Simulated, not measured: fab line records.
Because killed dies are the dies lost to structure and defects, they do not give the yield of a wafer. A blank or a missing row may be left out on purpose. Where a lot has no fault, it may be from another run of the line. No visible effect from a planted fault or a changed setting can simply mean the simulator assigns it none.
fab line records | flow n5Finfet
record: lots: 6 wafers: 18 lastDay: 17
route steps=1938 shown DUMMY_GATE@246 SPACER0@258 BEOL_M4@1111
lots that met no fault: taken from a fault-free run of the same line
startH: hours from the record's first day to the start of the lot's first wafer shown | waitH: hours since the lot's step before | " identical to the entry in the row above | L1.1+2: one row covering several wafers at once | - value missing, or start not given | * or withheld: withheld | < > ~ a bound
route shown NAME@n: a module of which the file shows steps, and the number in the route of the first | usual: the fault-free wafers' mean and standard deviation | same: alike in all rows | chamber/n: place in a boat | sites: the reading at each site | _std_site: how widely they spread, as a standard deviation | _edge_site: outer sites' mean less inner sites' | radiusMm: for every site, how far away it sits from the centre of the wafer | mask NAME#n: copy n | behind: the last tool/chamber to shape the wafer | hold: the reason the lot was held/the length of the hold in hours/how it ended | device: the transistor (n, p or np) that didn't switch | end of line: at the end of the route, the tests of the same wafers | where a step has no rows: the recipe by itself | killed: dies lost to structure and defects at the first sort, not the wafer's yield | map: the dies of a wafer, with x for killed, . for not killed, _ for no die there
set.NAME: the run value of the setting; set.NAME@STEP: its run value at that earlier step | model.NAME: the simulator's own value behind a step, which no gauge read
a table for each step, a row for each wafer; lots at some steps of the route
services: when a tool's chamber went out of use (startH, in hours from the record's first day, below 0 if earlier), for how many hours, and the reason
== steps ==
step: N5_DUMMY_GATE_ETCH_32
recipe: chemistry: CF4 target: SiO2 targetDepthA: 35 timeS: 3.9 ionEnergyEv: 350 pressureMtorr: 10 icpW: 800 biasW: 400 cf4FlowSccm: 80
usual: drypumpMotorCurrentA: 5.5/0.42 oesProductAu: 1.001/0.016 throttleValvePct: 21.86/0.24
columns lot.wafer tool chamber startH waitH drypumpMotorCurrentA oesProductAu rfHoursCounterH throttleValvePct
L410.2 rieSi-05 3 76.86 0.1 5.6 0.990 187 21.66
L410.4 " 0 " " 6.3 1.001 22 21.85
L410.6 " 0 " " 6.3 1.002 - 21.84
L418.1 rieSi-06 0 127.82 0.1 6.2 1.013 181 21.72
L418.3 " 1 " " 5.3 0.989 179 21.62
L418.5 " 0 " " 6.2 1.018 - 21.71
L420.2 rieSi-04 1 135.94 0.1 5.2 1.018 82 22.22
L420.3 " 3 " " 5.3 0.994 129 21.65
L420.4 " 3 " " 5.3 0.990 - 21.66
L421.2 rieSi-06 1 142.70 0.1 5.3 1.001 179 21.59
L421.4 " 0 " " 6.2 1.037 182 21.72
L421.6 " 2 " " 5.8 1.003 - 21.89
L425.1 rieSi-05 2 167.17 0.1 5.5 0.986 160 21.76
L425.3 " 3 " " 5.6 0.993 188 21.66
L425.4 " 0 " " 6.3 0.991 24 21.85
L426.2 rieSi-06 0 172.32 0.1 6.2 1.033 182 21.73
L426.5 " 1 " " 5.3 1.016 - 21.62
L426.6 " 0 " " 6.2 1.032 - 21.74
step: N5_DUMMY_GATE_ETCH_23
recipe: chemistry: HBr/Cl2/O2 HBr_flow_sccm: 150 Cl2_flow_sccm: 80 O2_flow_sccm: 12 biasW: 102 targetDepthA: 410 timeS: 22.3 target: poly-Si maskMaterial: SiO2 pressureMtorr: 10 icpW: 800
step: N5_DUMMY_GATE_ETCH_44
recipe: chemistry: HBr/O2 overEtchFrac: 0.7 targetDepthA: 1275 stopOn: SiO2 ionEnergyEv: 60 biasW: 20 target: poly-Si maskMaterial: SiO2 pressureMtorr: 20 icpW: 400 HBr_flow_sccm: 120 O2_flow_sccm: 10
usual: HBr_flow_sccm: 120.0/0.33 drypumpMotorCurrentA: 5.5/0.42 oesProductAu: 0.731/0.012 throttleValvePct: 18.59/0.17
columns lot.wafer tool chamber startH waitH HBr_flow_sccm drypumpMotorCurrentA oesProductAu rfHoursCounterH throttleValvePct
L410.2 rieSi-05 3 76.95 0.0 120.2 5.6 0.717 187 18.41
L410.4 " 0 " " 120.1 6.3 0.727 22 18.81
L410.6 " 0 " " 120.1 6.3 0.722 - 18.81
L418.1 rieSi-06 0 127.91 0.0 120.3 6.2 0.743 181 18.46
L418.3 " 1 " " 119.8 5.3 0.746 179 18.40
L418.5 " 0 " " 120.8 6.2 0.752 - 18.46
L420.2 rieSi-04 1 136.03 0.0 120.5 5.2 0.737 82 18.78
L420.3 " 3 " " 120.0 5.3 0.725 129 18.45
L420.4 " 3 " " 119.3 5.3 0.731 - 18.45
L421.2 rieSi-06 1 142.79 0.0 120.2 5.3 0.742 179 18.41
L421.4 " 0 " " 120.1 6.2 0.734 182 18.45
L421.6 " 2 " " 119.9 5.8 0.739 - 18.82
L425.1 rieSi-05 2 167.26 0.0 120.4 5.5 0.720 160 18.66
L425.3 " 3 " " 120.2 5.7 0.717 188 18.41
L425.4 " 0 " " 120.0 6.3 0.731 24 18.82
L426.2 rieSi-06 0 172.41 0.0 119.5 6.2 0.752 182 18.46
L426.5 " 1 " " 119.4 5.4 0.745 - 18.40
L426.6 " 0 " " 119.8 6.1 0.742 - 18.45
step: N5_DUMMY_GATE_CD_MEAS_24
recipe: targetCdNm: 15
usual: cdNm: 15.0/0.39
columns lot.wafer tool chamber startH waitH cdNm
L410.2 cdSem-01 - 77.06 0.1 14.6
L410.4 " - " " 14.7
L410.6 " - " " 14.5
L418.1 cdSem-02 - 128.02 0.1 14.7
L418.3 " - " " 15.9
L418.5 " - " " 15.6
L420.2 cdSem-03 - 136.14 0.1 15.2
L420.3 " - " " 15.4
L420.4 " - " " 15.3
L421.2 cdSem-01 - 142.90 0.1 14.7
L421.4 " - " " 14.4
L421.6 " - " " 14.8
L425.1 cdSem-02 - 167.37 0.1 14.9
L425.3 " - " " 14.9
L425.4 " - " " 15.8
L426.2 cdSem-01 - 172.53 0.1 15.0
L426.5 " - " " 15.4
L426.6 " - " " 15.4
step: N5_DUMMY_GATE_ETCH_42
recipe: chemistry: CHF3/O2 target: SiO2 targetDepthA: 35 timeS: 31 ionEnergyEv: 30 biasW: 12 pressureMtorr: 30 sourceW: 600 Ar_flow_sccm: 200 CHF3_flow_sccm: 50 O2_flow_sccm: 5
usual: drypumpMotorCurrentA: 5.7/0.54 oes_f_703_au: 0.77/0.063 oesProductAu: 0.77/0.073 rfVppV: 42.5/0.96 showerheadPlenumPTorr: 2.43/0.1 throttleValvePct: 18.81/0.27
columns lot.wafer tool chamber startH waitH drypumpMotorCurrentA oes_f_703_au oesProductAu rfHoursCounterH rfVppV showerheadPlenumPTorr throttleValvePct
L410.2 rieDiel-02 1 77.25 0.2 5.7 0.73 0.70 222 42.5 2.27 19.15
L410.4 " 3 " " 5.5 0.77 0.77 115 41.2 2.52 18.92
L410.6 " 2 " " 5.0 0.66 0.68 - 42.7 2.30 18.92
L418.1 rieDiel-06 1 128.07 0.0 6.6 0.88 0.90 22 44.1 2.54 18.36
L418.3 " 3 " " 6.5 0.74 0.75 142 41.8 2.50 18.55
L418.5 " 3 " " 6.4 0.74 0.75 - 42.7 2.50 18.57
L420.2 rieDiel-06 2 136.18 0.0 5.9 0.70 0.67 230 42.5 2.36 18.99
L420.3 " 0 " " 5.1 0.75 0.75 141 44.5 2.31 18.80
L420.4 " 1 " " 6.6 0.88 0.90 24 43.2 2.54 18.35
L421.2 rieDiel-05 2 142.95 0.0 5.0 0.73 0.73 180 43.4 2.51 19.24
L421.4 " 1 " " 5.7 0.86 0.88 - 41.8 2.44 18.68
L421.6 " 3 " " 5.6 0.74 0.74 - 42.5 2.51 18.60
L425.1 rieDiel-06 2 167.45 0.1 5.9 0.70 0.67 238 42.0 2.36 19.03
L425.3 " 0 " " 5.2 0.75 0.76 150 42.6 2.31 18.80
L425.4 " 1 " " 6.6 0.86 0.87 33 43.0 2.54 18.38
L426.2 rieDiel-06 0 172.57 0.0 5.1 0.75 0.74 152 41.9 2.30 18.81
L426.5 " 2 " " 5.9 0.70 0.67 - 41.0 2.36 19.02
L426.6 " 3 " " 6.5 0.73 0.74 - 43.2 2.49 18.58
step: N5_DUMMY_GATE_STRIP_48
recipe: chemistry: N2/H2 timeS: 20 powerW: 100 tempC: 40 pressureMtorr: 100 rfFrequencyHz: 6e+07 biasPowerW: 3 n2FlowSccm: 300 h2FlowSccm: 300
usual: drypumpMotorCurrentA: 5.7/0.54 n2FlowSccm: 299.9/0.92 oesProductAu: 0.77/0.076 rfVppV: 45.3/0.89 showerheadPlenumPTorr: 3.41/0.14 throttleValvePct: 12.3/0.31
columns lot.wafer tool chamber startH waitH drypumpMotorCurrentA n2FlowSccm oesProductAu rfHoursCounterH rfVppV showerheadPlenumPTorr throttleValvePct
L410.2 rieDiel-02 1 77.29 0.0 5.7 300.0 0.70 222 45.7 3.22 12.9
L410.4 " 3 " " 5.5 301.0 0.78 115 46.1 3.53 12.3
L410.6 " 2 " " 5.1 299.7 0.70 - 45.7 3.19 12.3
L418.1 rieDiel-06 1 128.12 0.0 6.6 299.3 0.90 22 45.6 3.59 11.8
L418.3 " 3 " " 6.5 300.8 0.75 142 45.8 3.51 12.1
L418.5 " 3 " " 6.5 298.7 0.75 - 44.4 3.51 12.1
L420.2 rieDiel-06 2 136.23 0.0 5.9 300.7 0.68 230 44.7 3.33 12.6
L420.3 " 0 " " 5.1 300.9 0.76 141 44.7 3.23 12.1
L420.4 " 1 " " 6.6 300.2 0.90 24 44.7 3.59 11.8
L421.2 rieDiel-05 2 142.99 0.0 5.0 302.0 0.72 180 45.7 3.52 12.8
L421.4 " 1 " " 5.7 299.0 0.89 - 45.2 3.43 12.1
L421.6 " 3 " " 5.6 300.1 0.75 - 45.7 3.53 12.1
L425.1 rieDiel-06 2 167.49 0.0 5.9 299.7 0.67 238 45.4 3.33 12.6
L425.3 " 0 " " 5.1 298.4 0.75 150 46.2 3.23 12.2
L425.4 " 1 " " 6.6 300.5 0.89 33 45.0 3.58 11.8
L426.2 rieDiel-06 0 172.62 0.0 5.1 299.0 0.74 152 46.1 3.23 12.2
L426.5 " 2 " " 5.9 298.2 0.67 - 45.9 3.33 12.6
L426.6 " 3 " " 6.5 299.7 0.73 - 46.5 3.51 12.2
step: N5_DUMMY_GATE_PRECLEAN_33
recipe: chemistry: dHF timeS: 10 dilution: 750:1 tempC: 25
step: N5_DUMMY_GATE_PRECLEAN_25
recipe: chemistry: O3/DIW timeS: 45 tempC: 22 o3Ppm: 10
step: N5_DUMMY_GATE_PRECLEAN_51
recipe: chemistry: SC2 timeS: 45 tempC: 35 mix: 1:1:50
step: N5_DUMMY_GATE_SRD_26
recipe: dry: ipaMarangoni timeS: 30 tempC: 23 rinseLiquid: diw
step: N5_DUMMY_GATE_UV_OZONE_45
recipe: timeS: 120 pressureTorr: 760 tempC: 25
step: N5_DUMMY_GATE_INSPECT_27
recipe: inspectInstrument: brightfield mode: aei
usual: rawDefectCount: 307/85
columns lot.wafer tool chamber startH waitH rawDefectCount
L410.2 defectInspect-02 - 77.48 0.0 321
L410.4 " - " " 422
L410.6 " - " " 401
L418.1 defectInspect-01 - 128.30 0.0 279
L418.3 " - " " 280
L418.5 " - " " 265
L420.2 defectInspect-01 - 136.42 0.0 288
L420.3 " - " " 256
L420.4 " - " " 303
L421.2 defectInspect-01 - 143.18 0.0 255
L421.4 " - " " 239
L421.6 " - " " 302
L425.1 defectInspect-02 - 167.68 0.0 237
L425.3 " - " " 241
L425.4 " - " " 331
L426.2 defectInspect-02 - 172.90 0.0 258
L426.5 " - " " 268
L426.6 " - " " 202
step: N5_SPACER0_ALD_07
recipe: material: SiNx targetThkA: 20 tempC: 400 aldPrecursorFamily: SiH2I2 aldCoReactant: N2/H2-plasma pressureTorr: 2
usual: heaterPowerOuterW: 497/27 heaterPowerW: 820/66
columns lot.wafer tool chamber startH waitH heaterPowerOuterW heaterPowerW sinceWetCleanH model.SiNx_of_SPACER0_ALD_07.thkNm
L410.2 aldSin-03 2 78.41 0.9 492 740 70 2
L410.4 " 1 " " 489 851 - 2
L410.6 " 3 " " 464 760 - 2
L418.1 aldSin-03 3 128.66 0.4 474 766 121 2
L418.3 " 0 " " 528 949 121 1.6
L418.5 " 3 " " 462 781 - 1.6
L420.2 aldSin-03 2 136.46 0.0 488 763 128 1.6
L420.3 " 0 " " 528 924 128 1.6
L420.4 " 3 " " 470 760 128 2
L421.2 aldSin-04 2 143.23 0.0 536 850 44 2
L421.4 " 0 " " 451 687 44 2
L421.6 " 2 " " 540 897 - 2
L425.1 aldSin-04 1 167.72 0.0 517 822 69 2
L425.3 " 3 " " 488 824 69 2
L425.4 " 3 " " 500 827 - 2
L426.2 aldSin-04 3 172.93 0.0 514 798 74 2
L426.5 " 0 " " 424 696 - 2
L426.6 " 1 " " 509 824 - 2
step: N5_SPACER0_ALD_00
recipe: material: SiOCN targetThkA: 35 tempC: 400 aldPrecursorFamily: alkyl-aminosilane aldCoReactant: O2/N2-plasma pulseTimeS: 3 purgeTimeS: 2 coReactantPurgeTimeS: 2 aldCycles: 58 pressureTorr: 2
usual: heaterPowerOuterW: 496/26 heaterPowerW: 820/66 precursorPulseHeightRel: 1.000/0.018
columns lot.wafer tool chamber startH waitH heaterPowerOuterW heaterPowerW precursorPulseHeightRel sinceWetCleanH
L410.2 aldSin-03 2 78.57 0.1 484 758 0.971 71
L410.4 " 1 " " 488 864 1.014 -
L410.6 " 3 " " 464 793 0.985 -
L418.1 aldSin-03 3 128.81 0.1 470 769 0.994 121
L418.3 " 0 " " 540 956 1.010 121
L418.5 " 3 " " 469 790 0.982 -
L420.2 aldSin-03 2 136.61 0.1 493 754 0.999 129
L420.3 " 0 " " 531 948 1.007 129
L420.4 " 3 " " 467 765 1.012 129
L421.2 aldSin-04 2 143.38 0.1 507 897 1.001 44
L421.4 " 0 " " 445 687 0.974 44
L421.6 " 2 " " 533 916 0.970 -
L425.1 aldSin-04 1 167.87 0.1 505 805 1.017 69
L425.3 " 3 " " 494 836 1.000 69
L425.4 " 3 " " 498 825 0.999 -
L426.2 aldSin-04 3 173.08 0.1 484 843 0.974 74
L426.5 " 0 " " 440 699 0.995 -
L426.6 " 1 " " 504 815 1.007 -
step: N5_BEOL_M4_RC_MEAS_101
usual: DIBL_N: 36.2/1.7 DIBL_P: 36.2/2.2 IOFF_N: 0.16/0.035 IOFF_P: 0.21/0.042 ION_N: 673/13 ION_P: 462/7.9 SS_N: 71.4/0.59 SS_P: 73.2/0.7 VT_N: 250/3.6 VT_P: -251/3.5
columns lot.wafer tool chamber startH waitH DIBL_N[mV/V] DIBL_P[mV/V] IOFF_N[nA/um] IOFF_P[nA/um] ION_N[uA/um] ION_P[uA/um] SS_N[mV/dec] SS_P[mV/dec] VT_N[mV] VT_P[mV]
L410.2 prober-01 0 188.80 0.2 39.6 38.3 0.23 0.27 694 476 72.3 74.5 244 -246
L410.4 " 0 " " 35.0 34.4 0.12 0.20 647 460 71.2 72.3 253 -250
L410.6 " 0 " " 39.2 39.1 0.21 0.30 688 468 72.3 74.3 246 -245
L418.1 prober-02 0 247.81 0.0 35.6 34.2 0.13 0.17 675 455 71.1 72.4 252 -256
L418.3 " 0 " " 34.8 33.5 0.12 0.17 676 468 70.3 72.8 254 -253
L418.5 " 0 " " 36.5 34.6 0.14 0.18 675 463 71.3 72.4 252 -253
L420.2 prober-02 0 251.06 0.2 39.3 39.7 0.24 0.32 711 484 72.4 73.9 244 -243
L420.3 " 0 " " 38.6 39.3 0.22 0.30 695 481 72.1 74.4 245 -245
L420.4 " 0 " " 35.9 34.7 0.16 0.20 682 472 72.6 72.5 252 -252
L421.2 prober-02 0 253.81 0.2 35.4 34.4 0.12 0.17 670 456 71.5 72.6 252 -253
L421.4 " 0 " " 37.2 36.9 0.15 0.20 677 460 71.5 73.8 253 -253
L421.6 " 0 " " 34.5 33.1 0.11 0.15 645 444 71.3 72.0 257 -255
L425.1 prober-02 0 283.98 0.0 35.4 36.5 0.15 0.19 669 461 71.2 73.4 248 -253
L425.3 " 0 " " 33.8 34.5 0.12 0.16 661 455 70.8 72.2 253 -254
L425.4 " 0 " " 33.0 33.4 0.12 0.15 670 462 70.6 73.1 254 -255
L426.2 prober-01 0 302.35 0.2 37.6 36.4 0.15 0.23 666 464 71.0 72.8 252 -248
L426.5 " 0 " " 36.7 34.8 0.15 0.21 678 466 71.3 72.7 248 -251
L426.6 " 0 " " 36.3 34.9 0.13 0.20 673 466 71.0 73.6 252 -249
== services ==
columns tool chamber startH hours kind
aldSin-03 0 72.19 9.3 repair
rieDiel-05 1 72.84 5.6 repair
aldSin-04 - 85.25 14.0 pm
aldSin-04 0 85.25 14.0 ventCycle
aldSin-04 1 85.25 14.5 ventCycle
aldSin-04 2 85.25 14.0 ventCycle
aldSin-04 3 85.25 14.0 ventCycle
aldSin-04 0 99.25 - clean
aldSin-04 2 99.25 - clean
rieSi-05 2 104.00 2.9 repair
rieDiel-02 2 106.52 6.9 repair
rieDiel-02 1 113.58 17.4 repair
rieSi-06 1 114.87 4.9 repair
rieDiel-05 1 115.02 3.4 repair
rieDiel-02 2 118.32 7.8 repair
rieSi-04 3 121.86 1.2 repair
rieSi-05 3 128.71 3.4 repair
rieSi-04 2 132.35 7.1 repair
rieSi-05 3 133.45 6.2 repair
rieDiel-02 3 144.57 4.2 repair
aldSin-04 2 153.16 4.9 repair
rieDiel-02 - 154.97 0.8 repair
rieDiel-05 0 160.21 8.9 repair
aldSin-04 2 164.78 9.2 repair
== key ==
firstSign none at tools or gauges
modelEffect: step: N5_SPACER0_ALD_07 value: SiNx_of_SPACER0_ALD_07.thkNm without: 2 struck: 1.6
metAt N5_SPACER0_ALD_07
struckWafers L418.3,L418.5,L420.2,L420.3
onsetBetween 78.41 128.66
fault: kind: processParameterDrift tool: aldSin-03 chamber: - onsetH: 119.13 steps: N5_SPACER0_ALD_07 channel: targetThkA offset: * shape: step endH: 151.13 scope: struckWafersOnly actsIn: * stated: *
